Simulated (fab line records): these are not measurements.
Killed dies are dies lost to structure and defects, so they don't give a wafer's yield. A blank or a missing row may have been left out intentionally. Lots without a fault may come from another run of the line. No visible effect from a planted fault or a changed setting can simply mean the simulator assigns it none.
Chamber matching | flow n5Finfet | 3 sister chambers for N5_GATE_CUT_PECVD_57 on pecvd-04
The step deposits SiNx from SiH4/NH3/N2, target thk 21 nm. 6 wafers are shown with their chamber, then 9 later ones without.

## EACH WAFER AND ITS CHAMBER
wafer  | chamber | showerheadPlenumPTorr (Torr) | throttleValvePct (%)
L079.3 | 0       | 5.08                         | 38.3
L084.4 | 0       | 5.08                         | 38.2
L084.5 | 2       | 5.28                         | 40.3
L087.1 | 1       | 5.02                         | 40.1
L087.3 | 2       | 5.29                         | 40.5
L087.6 | 1       | 5.01                         | 40.2

## WAFERS WITHOUT THEIR CHAMBER
wafer  | showerheadPlenumPTorr (Torr) | throttleValvePct (%)
L091.2 | 5.02                         | 40.3
L091.5 | 5.27                         | 40.3
L091.6 | 5.08                         | 38.1
L095.3 | 5.10                         | 38.1
L095.4 | 5.00                         | 40.2
L095.6 | 5.08                         | 38.3
L096.1 | 5.09                         | 38.1
L096.4 | 5.09                         | 38.4
L096.5 | 5.01                         | 40.3

## EACH ONE'S CHAMBER
wafer  | from the rows above | in truth
L091.2 | 1                   | 1
L091.5 | 2                   | 2
L091.6 | 0                   | 0
L095.3 | 0                   | 0
L095.4 | 1                   | 1
L095.6 | 0                   | 0
L096.1 | 0                   | 0
L096.4 | 0                   | 0
L096.5 | 1                   | 1
Correctly placed: 9 of 9. Left unplaced by these rows: 0. Placed wrongly: 0.
How it was worked out, from the rows above alone: a wafer's distance from a chamber is the root of the sum, over the readings, of the square of ((its reading less the chamber's mean) divided by the reading's scatter). The wafer belongs to the nearest chamber; if the next one is less than 2 further off, it can't be placed. Each chamber's mean is taken over the wafers shown for it. The scatter: the root of (the sum of the squares of (reading less its chamber's mean) over the shown wafers, divided by (wafers less chambers)).
